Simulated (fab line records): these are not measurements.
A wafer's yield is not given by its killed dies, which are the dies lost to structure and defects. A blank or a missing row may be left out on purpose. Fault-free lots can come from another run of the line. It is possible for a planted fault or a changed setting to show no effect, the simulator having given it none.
The tool behind it: which one? / flow n5_finfet / 72 wafers from 24 lots sampled at 6 of the route's 1938 steps

## WHAT THE GAUGES READ, wafer by wafer
N5_DUMMY_GATE_INSPECT_27: inspects for defects (brightfield). Usual: raw_defect_count at 309, with a standard deviation of 81.
lot=L074; measured=day 3 01:28; on=defect_inspect-02; raw_defect_count=376 241 427; flag=
lot=L075; measured=day 3 04:29; on=defect_inspect-01; raw_defect_count=254 405 285; flag=
lot=L076; measured=day 3 13:17; on=defect_inspect-01; raw_defect_count=300 422 400; flag=
lot=L077; measured=day 3 18:09; on=defect_inspect-01; raw_defect_count=260 250 178; flag=
lot=L078; measured=day 4 01:44; on=defect_inspect-01; raw_defect_count=288 497 451; flag=
lot=L079; measured=day 4 08:17; on=defect_inspect-01; raw_defect_count=259 275 225; flag=
lot=L080; measured=day 4 10:14; on=defect_inspect-02; raw_defect_count=208 221 339; flag=
lot=L081; measured=day 4 18:43; on=defect_inspect-02; raw_defect_count=347 254 339; flag=
lot=L082; measured=day 4 22:15; on=defect_inspect-01; raw_defect_count=233 216 201; flag=
lot=L083; measured=day 5 05:12; on=defect_inspect-02; raw_defect_count=281 352 306; flag=
lot=L084; measured=day 5 11:26; on=defect_inspect-01; raw_defect_count=195 295 226; flag=
lot=L085; measured=day 5 21:00; on=defect_inspect-02; raw_defect_count=479 310 414; flag=
lot=L086; measured=day 6 03:14; on=defect_inspect-01; raw_defect_count=287 369 294; flag=
lot=L087; measured=day 6 11:41; on=defect_inspect-02; raw_defect_count=329 186 247; flag=
lot=L088; measured=day 6 14:37; on=defect_inspect-02; raw_defect_count=298 388 290; flag=
lot=L089; measured=day 7 01:58; on=defect_inspect-01; raw_defect_count=233 267 332; flag=
lot=L090; measured=day 7 09:46; on=defect_inspect-02; raw_defect_count=245 285 354; flag=
lot=L091; measured=day 7 13:29; on=defect_inspect-01; raw_defect_count=266 441 337; flag=
lot=L092; measured=day 7 17:38; on=defect_inspect-01; raw_defect_count=327 294 243; flag=
lot=L093; measured=day 7 19:31; on=defect_inspect-02; raw_defect_count=466 258 362; flag=
lot=L094; measured=day 8 03:38; on=defect_inspect-02; raw_defect_count=302 331 310; flag=
lot=L095; measured=day 8 06:32; on=defect_inspect-01; raw_defect_count=277 283 167; flag=
lot=L096; measured=day 8 13:23; on=defect_inspect-02; raw_defect_count=206 264 201; flag=
lot=L097; measured=day 8 16:32; on=defect_inspect-02; raw_defect_count=365 361 391; flag=

N5_ILD0_THK_MEAS_13. Usual: thk_nm at 17.4 nm, with a standard deviation of 1.5.
lot=L074; measured=day 3 20:04; on=film_metro-02; thk_nm (nm)=17.7 17.7 18.1; flag=
lot=L075; measured=day 3 22:24; on=film_metro-01; thk_nm (nm)=16.4 14.8 17.0; flag=
lot=L076; measured=day 4 05:28; on=film_metro-02; thk_nm (nm)=18.6 16.7 16.5; flag=
lot=L077; measured=day 4 10:29; on=film_metro-01; thk_nm (nm)=16.0 17.3 16.2; flag=
lot=L078; measured=day 4 18:17; on=film_metro-01; thk_nm (nm)=16.5 16.6 17.1; flag=
lot=L079; measured=day 5 00:44; on=film_metro-01; thk_nm (nm)=16.2 17.0 17.9; flag=
lot=L080; measured=day 5 03:31; on=film_metro-02; thk_nm (nm)=16.7 16.2 14.7; flag=
lot=L081; measured=day 5 12:04; on=film_metro-02; thk_nm (nm)=19.1 20.2 20.4; flag=
lot=L082; measured=day 5 15:14; on=film_metro-02; thk_nm (nm)=17.2 17.4 17.5; flag=
lot=L083; measured=day 5 21:28; on=film_metro-01; thk_nm (nm)=16.1 18.4 21.3; flag=
lot=L084; measured=day 6 03:50; on=film_metro-02; thk_nm (nm)=19.3 19.9 17.1; flag=
lot=L085; measured=day 6 14:22; on=film_metro-02; thk_nm (nm)=15.2 18.9 16.0; flag=
lot=L086; measured=day 6 21:18; on=film_metro-01; thk_nm (nm)=15.4 15.7 17.3; flag=
lot=L087; measured=day 7 06:23; on=film_metro-01; thk_nm (nm)=18.4 17.2 17.7; flag=
lot=L088; measured=day 7 07:13; on=film_metro-01; thk_nm (nm)=20.2 19.0 17.1; flag=
lot=L089; measured=day 7 19:56; on=film_metro-01; thk_nm (nm)=15.2 18.2 20.3; flag=
lot=L090; measured=day 8 02:25; on=film_metro-01; thk_nm (nm)=17.2 16.4 17.2; flag=
lot=L091; measured=day 8 06:28; on=film_metro-01; thk_nm (nm)=16.5 18.4 16.3; flag=
lot=L092; measured=day 8 10:53; on=film_metro-02; thk_nm (nm)=17.6 17.8 17.7; flag=
lot=L093; measured=day 8 13:06; on=film_metro-02; thk_nm (nm)=16.3 18.2 19.4; flag=
lot=L094; measured=day 8 21:29; on=film_metro-02; thk_nm (nm)=18.7 17.0 19.9; flag=
lot=L095; measured=day 9 00:15; on=film_metro-01; thk_nm (nm)=15.0 15.1 16.4; flag=
lot=L096; measured=day 9 10:27; on=film_metro-02; thk_nm (nm)=17.3 17.7 17.9; flag=
lot=L097; measured=day 9 12:32; on=film_metro-02; thk_nm (nm)=18.5 18.2 18.4; flag=

## WHAT TOOL EACH LOT RAN ON (gives the tool, then ch and the chambers of the sampled wafers, and finally the start)
lot=L074; N5_DUMMY_GATE_ETCH_31=rie_diel-03 ch 0,3, day 3 00:43; N5_DUMMY_GATE_ETCH_23=rie_si-04 ch 1,2, day 3 00:59; N5_SD_EPI_N_LINER_46=ald_sin-03 ch 0,2,3, day 3 07:56; N5_ILD0_CMP_07=cmp-01 ch 0,1,2, day 3 16:34
lot=L075; N5_DUMMY_GATE_ETCH_31=rie_diel-02 ch 0,1,3, day 3 03:45; N5_DUMMY_GATE_ETCH_23=rie_si-04 ch 0,1, day 3 04:02; N5_SD_EPI_N_LINER_46=ald_sin-03 ch 1,2,3, day 3 10:20; N5_ILD0_CMP_07=cmp-03 ch 0,2, day 3 18:55
lot=L076; N5_DUMMY_GATE_ETCH_31=rie_diel-02 ch 1,2, day 3 12:33; N5_DUMMY_GATE_ETCH_23=rie_si-04 ch 0,1, day 3 12:50; N5_SD_EPI_N_LINER_46=ald_sin-04 ch 0,2,3, day 3 17:57; N5_ILD0_CMP_07=cmp-04 ch 0,1, day 4 01:58
lot=L077; N5_DUMMY_GATE_ETCH_31=rie_diel-02 ch 1,2,3, day 3 17:16; N5_DUMMY_GATE_ETCH_23=rie_si-05 ch 1,2,3, day 3 17:33; N5_SD_EPI_N_LINER_46=ald_sin-02 ch 0,1,2, day 3 23:02; N5_ILD0_CMP_07=cmp-03 ch 0,2,3, day 4 06:58
lot=L078; N5_DUMMY_GATE_ETCH_31=rie_diel-02 ch 0,2,3, day 4 00:59; N5_DUMMY_GATE_ETCH_23=rie_si-04 ch 1,2,3, day 4 01:16; N5_SD_EPI_N_LINER_46=ald_sin-04 ch 0,1,3, day 4 06:38; N5_ILD0_CMP_07=cmp-04 ch 0,2,3, day 4 14:28
lot=L079; N5_DUMMY_GATE_ETCH_31=rie_diel-06 ch 1,2, day 4 07:34; N5_DUMMY_GATE_ETCH_23=rie_si-04 ch 2,3, day 4 07:50; N5_SD_EPI_N_LINER_46=ald_sin-04 ch 0,1,2, day 4 12:57; N5_ILD0_CMP_07=cmp-01 ch 1,3, day 4 21:13
lot=L080; N5_DUMMY_GATE_ETCH_31=rie_diel-03 ch 0,1,3, day 4 09:30; N5_DUMMY_GATE_ETCH_23=rie_si-05 ch 0,1,3, day 4 09:46; N5_SD_EPI_N_LINER_46=ald_sin-03 ch 0,1,3, day 4 15:25; N5_ILD0_CMP_07=cmp-01 ch 0,2, day 4 23:31
lot=L081; N5_DUMMY_GATE_ETCH_31=rie_diel-02 ch 0,1,2, day 4 17:59; N5_DUMMY_GATE_ETCH_23=rie_si-04 ch 0,3, day 4 18:16; N5_SD_EPI_N_LINER_46=ald_sin-03 ch 0,3, day 5 00:03; N5_ILD0_CMP_07=cmp-04 ch 0,1,3, day 5 08:35
lot=L082; N5_DUMMY_GATE_ETCH_31=rie_diel-02 ch 0,1,3, day 4 21:31; N5_DUMMY_GATE_ETCH_23=rie_si-04 ch 0,2,3, day 4 21:48; N5_SD_EPI_N_LINER_46=ald_sin-04 ch 0,2,3, day 5 03:47; N5_ILD0_CMP_07=cmp-04 ch 0,1,2, day 5 11:44
lot=L083; N5_DUMMY_GATE_ETCH_31=rie_diel-02 ch 0,1,2, day 5 04:28; N5_DUMMY_GATE_ETCH_23=rie_si-05 ch 0,1,2, day 5 04:45; N5_SD_EPI_N_LINER_46=ald_sin-03 ch 0,1,2, day 5 09:55; N5_ILD0_CMP_07=cmp-03 ch 0,1,3, day 5 18:01
lot=L084; N5_DUMMY_GATE_ETCH_31=rie_diel-06 ch 0,1,2, day 5 10:43; N5_DUMMY_GATE_ETCH_23=rie_si-05 ch 1,2,3, day 5 10:59; N5_SD_EPI_N_LINER_46=ald_sin-03 ch 1,2,3, day 5 16:07; N5_ILD0_CMP_07=cmp-03 ch 0,2,3, day 6 00:19
lot=L085; N5_DUMMY_GATE_ETCH_31=rie_diel-03 ch 0,2,3, day 5 20:16; N5_DUMMY_GATE_ETCH_23=rie_si-04 ch 0,3, day 5 20:32; N5_SD_EPI_N_LINER_46=ald_sin-02 ch 0,2, day 6 01:50; N5_ILD0_CMP_07=cmp-03 ch 1,2, day 6 10:52
lot=L086; N5_DUMMY_GATE_ETCH_31=rie_diel-03 ch 1,2,3, day 6 02:30; N5_DUMMY_GATE_ETCH_23=rie_si-05 ch 0,1,3, day 6 02:47; N5_SD_EPI_N_LINER_46=ald_sin-02 ch 0,1,3, day 6 09:05; N5_ILD0_CMP_07=cmp-03 ch 1,2, day 6 17:48
lot=L087; N5_DUMMY_GATE_ETCH_31=rie_diel-03 ch 0,1,3, day 6 10:44; N5_DUMMY_GATE_ETCH_23=rie_si-04 ch 0,2,3, day 6 11:01; N5_SD_EPI_N_LINER_46=ald_sin-04 ch 0,1,2, day 6 17:23; N5_ILD0_CMP_07=cmp-04 ch 0,2,3, day 7 02:52
lot=L088; N5_DUMMY_GATE_ETCH_31=rie_diel-06 ch 0,3, day 6 13:53; N5_DUMMY_GATE_ETCH_23=rie_si-02 ch 0,1,2, day 6 14:10; N5_SD_EPI_N_LINER_46=ald_sin-02 ch 0,2,3, day 6 19:26; N5_ILD0_CMP_07=cmp-04 ch 2,3, day 7 03:44
lot=L089; N5_DUMMY_GATE_ETCH_31=rie_diel-02 ch 0,1,3, day 7 01:14; N5_DUMMY_GATE_ETCH_23=rie_si-05 ch 0,1,2, day 7 01:31; N5_SD_EPI_N_LINER_46=ald_sin-04 ch 0,1, day 7 07:22; N5_ILD0_CMP_07=cmp-01 ch 1,2, day 7 16:28
lot=L090; N5_DUMMY_GATE_ETCH_31=rie_diel-02 ch 1,2,3, day 7 08:56; N5_DUMMY_GATE_ETCH_23=rie_si-04 ch 0,1,2, day 7 09:13; N5_SD_EPI_N_LINER_46=ald_sin-02 ch 0,1,2, day 7 14:38; N5_ILD0_CMP_07=cmp-01 ch 1,3, day 7 22:35
lot=L091; N5_DUMMY_GATE_ETCH_31=rie_diel-06 ch 0,1,3, day 7 12:45; N5_DUMMY_GATE_ETCH_23=rie_si-02 ch 0,2,3, day 7 13:02; N5_SD_EPI_N_LINER_46=ald_sin-02 ch 0,1,3, day 7 18:34; N5_ILD0_CMP_07=cmp-04 ch 0,2,3, day 8 03:02
lot=L092; N5_DUMMY_GATE_ETCH_31=rie_diel-06 ch 0,2, day 7 16:55; N5_DUMMY_GATE_ETCH_23=rie_si-04 ch 0,2, day 7 17:11; N5_SD_EPI_N_LINER_46=ald_sin-02 ch 2,3, day 7 23:14; N5_ILD0_CMP_07=cmp-04 ch 0,2,3, day 8 07:23
lot=L093; N5_DUMMY_GATE_ETCH_31=rie_diel-06 ch 0,1,2, day 7 18:44; N5_DUMMY_GATE_ETCH_23=rie_si-04 ch 0,2,3, day 7 19:01; N5_SD_EPI_N_LINER_46=ald_sin-04 ch 0,1, day 8 00:55; N5_ILD0_CMP_07=cmp-04 ch 0,1, day 8 09:31
lot=L094; N5_DUMMY_GATE_ETCH_31=rie_diel-03 ch 1,2, day 8 02:54; N5_DUMMY_GATE_ETCH_23=rie_si-04 ch 1,2, day 8 03:11; N5_SD_EPI_N_LINER_46=ald_sin-04 ch 1,2, day 8 08:32; N5_ILD0_CMP_07=cmp-01 ch 0,2,3, day 8 18:03
lot=L095; N5_DUMMY_GATE_ETCH_31=rie_diel-03 ch 1,2,3, day 8 05:41; N5_DUMMY_GATE_ETCH_23=rie_si-05 ch 2,3, day 8 05:58; N5_SD_EPI_N_LINER_46=ald_sin-02 ch 0,1,3, day 8 12:44; N5_ILD0_CMP_07=cmp-04 ch 0,1,2, day 8 20:49
lot=L096; N5_DUMMY_GATE_ETCH_31=rie_diel-02 ch 1,3, day 8 12:39; N5_DUMMY_GATE_ETCH_23=rie_si-04 ch 1,2, day 8 12:56; N5_SD_EPI_N_LINER_46=ald_sin-03 ch 1,2,3, day 8 20:14; N5_ILD0_CMP_07=cmp-01 ch 0,1, day 9 06:56
lot=L097; N5_DUMMY_GATE_ETCH_31=rie_diel-03 ch 1,2,3, day 8 15:49; N5_DUMMY_GATE_ETCH_23=rie_si-04 ch 2,3, day 8 16:05; N5_SD_EPI_N_LINER_46=ald_sin-04 ch 0,1, day 8 23:20; N5_ILD0_CMP_07=cmp-01 ch 1,2, day 9 08:56
- N5_DUMMY_GATE_ETCH_31: etches SiO2 in C4F6/O2, target depth 82.5 nm, time 27.5 s.
- N5_DUMMY_GATE_ETCH_23: etches poly-Si in HBr/Cl2/O2, target depth 41 nm, time 22.3 s.
- N5_SD_EPI_N_LINER_46: material SiNx, target thk 3 nm.
- N5_ILD0_CMP_07: polishes SiO2 flowable, stops on poly-Si, t overpolish 1.18 s, target thk 138.88 nm.

## WHAT THE TOOLS THEMSELVES READ (means of the sampled wafers that have a number; where no wafer has one, the mark that the record gives instead)
N5_DUMMY_GATE_ETCH_31. Usual: bias_w 185.1 W, standard deviation 0.53; drypump_motor_current_A 5.9 A, standard deviation 0.47; oes_product_au 0.79 a.u., standard deviation 0.1; rf_vpp_V 676 V, standard deviation 22; showerhead_plenum_p_Torr 2.86 Torr, standard deviation 0.079; throttle_valve_pct 21.13 %, standard deviation 0.26.
lot=L074; tool=rie_diel-03; bias_w (W)=184.6; drypump_motor_current_A (A)=5.9; oes_product_au (a.u.)=0.70; rf_vpp_V (V)=679; showerhead_plenum_p_Torr (Torr)=2.89; throttle_valve_pct (%)=21.14; flag=
lot=L075; tool=rie_diel-02; bias_w (W)=185.2; drypump_motor_current_A (A)=6.1; oes_product_au (a.u.)=0.83; rf_vpp_V (V)=674; showerhead_plenum_p_Torr (Torr)=2.88; throttle_valve_pct (%)=20.88; flag=
lot=L076; tool=rie_diel-02; bias_w (W)=185.6; drypump_motor_current_A (A)=6.4; oes_product_au (a.u.)=0.80; rf_vpp_V (V)=704; showerhead_plenum_p_Torr (Torr)=2.86; throttle_valve_pct (%)=21.06; flag=
lot=L077; tool=rie_diel-02; bias_w (W)=185.3; drypump_motor_current_A (A)=6.0; oes_product_au (a.u.)=0.82; rf_vpp_V (V)=681; showerhead_plenum_p_Torr (Torr)=2.83; throttle_valve_pct (%)=21.09; flag=
lot=L078; tool=rie_diel-02; bias_w (W)=184.5; drypump_motor_current_A (A)=5.9; oes_product_au (a.u.)=0.77; rf_vpp_V (V)=662; showerhead_plenum_p_Torr (Torr)=2.86; throttle_valve_pct (%)=21.15; flag=
lot=L079; tool=rie_diel-06; bias_w (W)=184.8; drypump_motor_current_A (A)=5.4; oes_product_au (a.u.)=0.74; rf_vpp_V (V)=687; showerhead_plenum_p_Torr (Torr)=2.83; throttle_valve_pct (%)=21.28; flag=
lot=L080; tool=rie_diel-03; bias_w (W)=184.9; drypump_motor_current_A (A)=5.9; oes_product_au (a.u.)=0.72; rf_vpp_V (V)=671; showerhead_plenum_p_Torr (Torr)=2.82; throttle_valve_pct (%)=21.18; flag=
lot=L081; tool=rie_diel-02; bias_w (W)=184.6; drypump_motor_current_A (A)=6.3; oes_product_au (a.u.)=0.74; rf_vpp_V (V)=687; showerhead_plenum_p_Torr (Torr)=2.89; throttle_valve_pct (%)=21.11; flag=
lot=L082; tool=rie_diel-02; bias_w (W)=184.8; drypump_motor_current_A (A)=6.1; oes_product_au (a.u.)=0.81; rf_vpp_V (V)=674; showerhead_plenum_p_Torr (Torr)=2.88; throttle_valve_pct (%)=20.91; flag=
lot=L083; tool=rie_diel-02; bias_w (W)=185.2; drypump_motor_current_A (A)=6.3; oes_product_au (a.u.)=0.74; rf_vpp_V (V)=686; showerhead_plenum_p_Torr (Torr)=2.88; throttle_valve_pct (%)=21.12; flag=
lot=L084; tool=rie_diel-06; bias_w (W)=185.0; drypump_motor_current_A (A)=5.6; oes_product_au (a.u.)=0.78; rf_vpp_V (V)=675; showerhead_plenum_p_Torr (Torr)=2.85; throttle_valve_pct (%)=21.32; flag=
lot=L085; tool=rie_diel-03; bias_w (W)=184.9; drypump_motor_current_A (A)=6.2; oes_product_au (a.u.)=0.68; rf_vpp_V (V)=684; showerhead_plenum_p_Torr (Torr)=2.88; throttle_valve_pct (%)=21.19; flag=
lot=L086; tool=rie_diel-03; bias_w (W)=184.9; drypump_motor_current_A (A)=6.0; oes_product_au (a.u.)=0.71; rf_vpp_V (V)=672; showerhead_plenum_p_Torr (Torr)=2.86; throttle_valve_pct (%)=21.34; flag=
lot=L087; tool=rie_diel-03; bias_w (W)=185.1; drypump_motor_current_A (A)=5.9; oes_product_au (a.u.)=0.71; rf_vpp_V (V)=671; showerhead_plenum_p_Torr (Torr)=2.81; throttle_valve_pct (%)=21.21; flag=
lot=L088; tool=rie_diel-06; bias_w (W)=184.8; drypump_motor_current_A (A)=5.8; oes_product_au (a.u.)=0.88; rf_vpp_V (V)=664; showerhead_plenum_p_Torr (Torr)=2.94; throttle_valve_pct (%)=21.26; flag=
lot=L089; tool=rie_diel-02; bias_w (W)=185.3; drypump_motor_current_A (A)=6.1; oes_product_au (a.u.)=0.78; rf_vpp_V (V)=673; showerhead_plenum_p_Torr (Torr)=2.87; throttle_valve_pct (%)=20.92; flag=
lot=L090; tool=rie_diel-02; bias_w (W)=184.5; drypump_motor_current_A (A)=6.0; oes_product_au (a.u.)=0.79; rf_vpp_V (V)=681; showerhead_plenum_p_Torr (Torr)=2.82; throttle_valve_pct (%)=21.12; flag=
lot=L091; tool=rie_diel-06; bias_w (W)=185.4; drypump_motor_current_A (A)=5.6; oes_product_au (a.u.)=0.91; rf_vpp_V (V)=669; showerhead_plenum_p_Torr (Torr)=2.91; throttle_valve_pct (%)=21.11; flag=
lot=L092; tool=rie_diel-06; bias_w (W)=185.3; drypump_motor_current_A (A)=5.8; oes_product_au (a.u.)=0.81; rf_vpp_V (V)=668; showerhead_plenum_p_Torr (Torr)=2.88; throttle_valve_pct (%)=21.39; flag=
lot=L093; tool=rie_diel-06; bias_w (W)=185.5; drypump_motor_current_A (A)=5.6; oes_product_au (a.u.)=0.85; rf_vpp_V (V)=674; showerhead_plenum_p_Torr (Torr)=2.84; throttle_valve_pct (%)=21.24; flag=
lot=L094; tool=rie_diel-03; bias_w (W)=185.2; drypump_motor_current_A (A)=6.3; oes_product_au (a.u.)=0.88; rf_vpp_V (V)=676; showerhead_plenum_p_Torr (Torr)=2.85; throttle_valve_pct (%)=21.07; flag=
lot=L095; tool=rie_diel-03; bias_w (W)=185.5; drypump_motor_current_A (A)=6.0; oes_product_au (a.u.)=0.79; rf_vpp_V (V)=672; showerhead_plenum_p_Torr (Torr)=2.85; throttle_valve_pct (%)=21.22; flag=
lot=L096; tool=rie_diel-02; bias_w (W)=185.3; drypump_motor_current_A (A)=5.7; oes_product_au (a.u.)=0.83; rf_vpp_V (V)=668; showerhead_plenum_p_Torr (Torr)=2.81; throttle_valve_pct (%)=20.93; flag=
lot=L097; tool=rie_diel-03; bias_w (W)=185.3; drypump_motor_current_A (A)=6.0; oes_product_au (a.u.)=0.79; rf_vpp_V (V)=672; showerhead_plenum_p_Torr (Torr)=2.85; throttle_valve_pct (%)=21.22; flag=

N5_DUMMY_GATE_ETCH_23. Usual: bias_w 102.0 W, standard deviation 0.3; drypump_motor_current_A 5.8 A, standard deviation 0.4; oes_product_au 1.009 a.u., standard deviation 0.021; throttle_valve_pct 37.2 %, standard deviation 0.31.
lot=L074; tool=rie_si-04; bias_w (W)=102.2; drypump_motor_current_A (A)=6.4; oes_product_au (a.u.)=1.031; throttle_valve_pct (%)=37.2; flag=
lot=L075; tool=rie_si-04; bias_w (W)=102.1; drypump_motor_current_A (A)=5.9; oes_product_au (a.u.)=1.032; throttle_valve_pct (%)=37.0; flag=
lot=L076; tool=rie_si-04; bias_w (W)=102.0; drypump_motor_current_A (A)=6.2; oes_product_au (a.u.)=1.031; throttle_valve_pct (%)=37.1; flag=
lot=L077; tool=rie_si-05; bias_w (W)=102.0; drypump_motor_current_A (A)=5.4; oes_product_au (a.u.)=0.998; throttle_valve_pct (%)=37.5; flag=
lot=L078; tool=rie_si-04; bias_w (W)=102.1; drypump_motor_current_A (A)=6.2; oes_product_au (a.u.)=1.012; throttle_valve_pct (%)=37.3; flag=
lot=L079; tool=rie_si-04; bias_w (W)=101.9; drypump_motor_current_A (A)=5.9; oes_product_au (a.u.)=0.998; throttle_valve_pct (%)=37.4; flag=
lot=L080; tool=rie_si-05; bias_w (W)=102.0; drypump_motor_current_A (A)=5.8; oes_product_au (a.u.)=1.021; throttle_valve_pct (%)=37.5; flag=
lot=L081; tool=rie_si-04; bias_w (W)=102.0; drypump_motor_current_A (A)=5.6; oes_product_au (a.u.)=1.008; throttle_valve_pct (%)=37.1; flag=
lot=L082; tool=rie_si-04; bias_w (W)=102.0; drypump_motor_current_A (A)=5.8; oes_product_au (a.u.)=1.007; throttle_valve_pct (%)=37.2; flag=
lot=L083; tool=rie_si-05; bias_w (W)=101.9; drypump_motor_current_A (A)=5.5; oes_product_au (a.u.)=1.008; throttle_valve_pct (%)=37.4; flag=
lot=L084; tool=rie_si-05; bias_w (W)=102.1; drypump_motor_current_A (A)=5.5; oes_product_au (a.u.)=1.000; throttle_valve_pct (%)=37.5; flag=
lot=L085; tool=rie_si-04; bias_w (W)=101.9; drypump_motor_current_A (A)=5.6; oes_product_au (a.u.)=1.008; throttle_valve_pct (%)=37.1; flag=
lot=L086; tool=rie_si-05; bias_w (W)=102.0; drypump_motor_current_A (A)=5.8; oes_product_au (a.u.)=1.015; throttle_valve_pct (%)=37.5; flag=
lot=L087; tool=rie_si-04; bias_w (W)=102.0; drypump_motor_current_A (A)=5.8; oes_product_au (a.u.)=1.018; throttle_valve_pct (%)=37.2; flag=
lot=L088; tool=rie_si-02; bias_w (W)=102.0; drypump_motor_current_A (A)=5.7; oes_product_au (a.u.)=0.988; throttle_valve_pct (%)=37.5; flag=
lot=L089; tool=rie_si-05; bias_w (W)=102.1; drypump_motor_current_A (A)=5.5; oes_product_au (a.u.)=1.002; throttle_valve_pct (%)=37.4; flag=
lot=L090; tool=rie_si-04; bias_w (W)=101.9; drypump_motor_current_A (A)=6.0; oes_product_au (a.u.)=1.019; throttle_valve_pct (%)=37.0; flag=
lot=L091; tool=rie_si-02; bias_w (W)=102.0; drypump_motor_current_A (A)=5.5; oes_product_au (a.u.)=1.002; throttle_valve_pct (%)=37.2; flag=
lot=L092; tool=rie_si-04; bias_w (W)=101.7; drypump_motor_current_A (A)=5.9; oes_product_au (a.u.)=1.019; throttle_valve_pct (%)=36.8; flag=
lot=L093; tool=rie_si-04; bias_w (W)=102.0; drypump_motor_current_A (A)=5.8; oes_product_au (a.u.)=0.999; throttle_valve_pct (%)=37.1; flag=
lot=L094; tool=rie_si-04; bias_w (W)=101.9; drypump_motor_current_A (A)=6.3; oes_product_au (a.u.)=1.018; throttle_valve_pct (%)=37.0; flag=
lot=L095; tool=rie_si-05; bias_w (W)=101.9; drypump_motor_current_A (A)=5.6; oes_product_au (a.u.)=0.990; throttle_valve_pct (%)=37.5; flag=
lot=L096; tool=rie_si-04; bias_w (W)=102.1; drypump_motor_current_A (A)=6.2; oes_product_au (a.u.)=1.021; throttle_valve_pct (%)=37.0; flag=
lot=L097; tool=rie_si-04; bias_w (W)=102.0; drypump_motor_current_A (A)=5.9; oes_product_au (a.u.)=0.987; throttle_valve_pct (%)=37.3; flag=

N5_SD_EPI_N_LINER_46. Usual: heater_power_w at 876 W, with a standard deviation of 77.
lot=L074; tool=ald_sin-03; heater_power_w (W)=838; flag=
lot=L075; tool=ald_sin-03; heater_power_w (W)=828; flag=
lot=L076; tool=ald_sin-04; heater_power_w (W)=981; flag=
lot=L077; tool=ald_sin-02; heater_power_w (W)=859; flag=
lot=L078; tool=ald_sin-04; heater_power_w (W)=928; flag=
lot=L079; tool=ald_sin-04; heater_power_w (W)=932; flag=
lot=L080; tool=ald_sin-03; heater_power_w (W)=836; flag=
lot=L081; tool=ald_sin-03; heater_power_w (W)=804; flag=
lot=L082; tool=ald_sin-04; heater_power_w (W)=983; flag=
lot=L083; tool=ald_sin-03; heater_power_w (W)=857; flag=
lot=L084; tool=ald_sin-03; heater_power_w (W)=841; flag=
lot=L085; tool=ald_sin-02; heater_power_w (W)=892; flag=
lot=L086; tool=ald_sin-02; heater_power_w (W)=821; flag=
lot=L087; tool=ald_sin-04; heater_power_w (W)=928; flag=
lot=L088; tool=ald_sin-02; heater_power_w (W)=864; flag=
lot=L089; tool=ald_sin-04; heater_power_w (W)=978; flag=
lot=L090; tool=ald_sin-02; heater_power_w (W)=839; flag=
lot=L091; tool=ald_sin-02; heater_power_w (W)=823; flag=
lot=L092; tool=ald_sin-02; heater_power_w (W)=875; flag=
lot=L093; tool=ald_sin-04; heater_power_w (W)=896; flag=
lot=L094; tool=ald_sin-04; heater_power_w (W)=891; flag=
lot=L095; tool=ald_sin-02; heater_power_w (W)=815; flag=
lot=L096; tool=ald_sin-03; heater_power_w (W)=835; flag=
lot=L097; tool=ald_sin-04; heater_power_w (W)=961; flag=

N5_ILD0_CMP_07. Usual: motor_current_A at 12.8 A, with a standard deviation of 1.3.
lot=L074; tool=cmp-01; motor_current_A (A)=12.8; flag=
lot=L075; tool=cmp-03; motor_current_A (A)=14.5; flag=
lot=L076; tool=cmp-04; motor_current_A (A)=10.8; flag=
lot=L077; tool=cmp-03; motor_current_A (A)=14.4; flag=
lot=L078; tool=cmp-04; motor_current_A (A)=12.8; flag=
lot=L079; tool=cmp-01; motor_current_A (A)=11.9; flag=
lot=L080; tool=cmp-01; motor_current_A (A)=14.1; flag=
lot=L081; tool=cmp-04; motor_current_A (A)=11.9; flag=
lot=L082; tool=cmp-04; motor_current_A (A)=11.5; flag=
lot=L083; tool=cmp-03; motor_current_A (A)=13.9; flag=
lot=L084; tool=cmp-03; motor_current_A (A)=14.1; flag=
lot=L085; tool=cmp-03; motor_current_A (A)=13.0; flag=
lot=L086; tool=cmp-03; motor_current_A (A)=12.4; flag=
lot=L087; tool=cmp-04; motor_current_A (A)=12.6; flag=
lot=L088; tool=cmp-04; motor_current_A (A)=13.4; flag=
lot=L089; tool=cmp-01; motor_current_A (A)=12.2; flag=
lot=L090; tool=cmp-01; motor_current_A (A)=12.7; flag=
lot=L091; tool=cmp-04; motor_current_A (A)=12.6; flag=
lot=L092; tool=cmp-04; motor_current_A (A)=12.9; flag=
lot=L093; tool=cmp-04; motor_current_A (A)=11.3; flag=
lot=L094; tool=cmp-01; motor_current_A (A)=13.3; flag=
lot=L095; tool=cmp-04; motor_current_A (A)=11.6; flag=
lot=L096; tool=cmp-01; motor_current_A (A)=12.3; flag=
lot=L097; tool=cmp-01; motor_current_A (A)=12.2; flag=

## THE ANSWER, worked out from the rows above alone
Rule: a lot counts as off when the mean over its wafers that have a number is more than 3 standard deviations away from the usual mean. Also off: a lot with no number at a reading for which 4 or more lots have one. Any other lot the step has rows for is counted as sound. The gauges are gone through in route order, then the tools' own readings, and for those a lot's mean is taken as printed above. At the first step where some lot is off, the reading lying furthest off is the one used; lots without a number count as furthest.
No lot is off at any reading shown: from this, nothing can be told.

## WHAT WAS PUT IN BY THE SIMULATOR
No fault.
